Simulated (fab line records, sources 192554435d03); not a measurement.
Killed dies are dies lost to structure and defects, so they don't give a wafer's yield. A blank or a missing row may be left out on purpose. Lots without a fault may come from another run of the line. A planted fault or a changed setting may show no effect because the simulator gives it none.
Split-lot experiment | flow n5_finfet | 7 lots, 21 wafers read, on a route of 1938 steps

THE SPLIT
At N5_WELL_APT_PEB_23 (peb time 90 s), the setting peb_time_s was moved away from the recipe's 90 s on 9 of the 21 wafers read, by -22.3% to +8.0%. The other wafers ran this setting at the recipe's value.

FROM THE SPLIT TO THE READING: what the file shows between them, 2 steps
- N5_WELL_APT_DEVELOP_24: develop time 45 s
- N5_WELL_APT_HARDBAKE_29: time 120 s

THE READING
cd_nm, in nm, at N5_WELL_APT_CD_MEAS_25 (target cd 200 nm). Fault-free wafers of this fab line usually give 200.1 nm, standard deviation 1.8 nm.

wafer  | tool, chamber at the split | peb_time_s as run, s | against the recipe | cd_nm, nm | against lot-mates on the recipe
L079.2 | litho_track-03, 0          | 90                   | recipe             | 198.9     | -
L079.5 | litho_track-03, 0          | 80.55                | -10.5%             | 196.5     | -2.4
L079.6 | litho_track-03, 0          | 80.55                | -10.5%             | 194.2     | -4.7
L080.1 | litho_track-01, 0          | 97.19                | +8.0%              | 203.3     | +5.4
L080.5 | litho_track-01, 0          | 97.19                | +8.0%              | 204.1     | +6.2
L080.6 | litho_track-01, 0          | 90                   | recipe             | 197.9     | -
L083.1 | litho_track-04, 0          | 90                   | recipe             | 200.6     | -
L083.2 | litho_track-04, 0          | 70.1                 | -22.1%             | 184.7     | -15.9
L083.4 | litho_track-04, 0          | 70.1                 | -22.1%             | 186.3     | -14.3
L088.2 | litho_track-04, 0          | 69.96                | -22.3%             | 185.6     | -16.2
L088.3 | litho_track-04, 0          | 90                   | recipe             | 201.8     | -
L088.5 | litho_track-04, 0          | 69.96                | -22.3%             | 184.5     | -17.3
L092.2 | litho_track-01, 0          | 90                   | recipe             | 200.3     | -
L092.5 | litho_track-01, 0          | 90                   | recipe             | 201.6     | -
L092.6 | litho_track-01, 0          | 90                   | recipe             | 201.4     | -
L095.1 | litho_track-04, 0          | 90                   | recipe             | 200.9     | -
L095.3 | litho_track-04, 0          | 90                   | recipe             | 199.1     | -
L095.6 | litho_track-04, 0          | 73.02                | -18.9%             | 191.9     | -8.1
L097.2 | litho_track-04, 0          | 90                   | recipe             | 201.9     | -
L097.3 | litho_track-04, 0          | 90                   | recipe             | 199.6     | -
L097.6 | litho_track-04, 0          | 90                   | recipe             | 198.8     | -

THE FIT
A straight line over all 21 wafers: cd_nm changes by +0.61 nm for each +1% of peb_time_s; r = +0.97; the points scatter about the line by 1.6 nm.
The same after taking each lot's own level away (the mean of its wafers on the recipe; 21 wafers): +0.663 nm for each +1%; r = +0.97; scatter 1.8 nm.
On that fit, the largest move of peb_time_s shifts the reading by 15 nm.
The lots' own levels span 197.90 to 201.80 nm, that is 2.2 times the standard deviation above.
So the lot-to-lot level changes the slope little: the two slopes agree.
Check: with one of the wafers moved furthest among these (-22.3%) left out of the fit, the line predicts -14 nm for it against its lot-mates. It came out at -16.2 nm against them.

OTHER SPLITS ON THESE WAFERS
These wafers also went through other splits before the reading. Each is held against what the fit with the lots' levels taken away leaves over:
other split on the same wafers | wafers away from the commonest value | r with cd_nm (lot level and that fit taken away)
N5_WELL_APT_COAT_19 spin_rpm   | 6                                    | +0.39

THE WHOLE CHAIN: every reading that the file lists as answering this split, in the file's order
step                   | what it does             | reading                                                         | change (the file's fit)               | r (the file's)
N5_WELL_APT_CD_MEAS_25 | target cd 200 nm         | cd_nm                                                           | +0.624 nm for each +1% of the setting | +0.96
N5_WELL_APT_DESCUM_30  | chemistry O2, time 7.9 s | WELL_APT.cd_nm (the simulator's own value, which no gauge read) | +0.617 nm for each +1% of the setting | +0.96

THE FILE'S OWN FIT
cd_nm changes by +0.624 nm for each +1% of peb_time_s, r = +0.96.
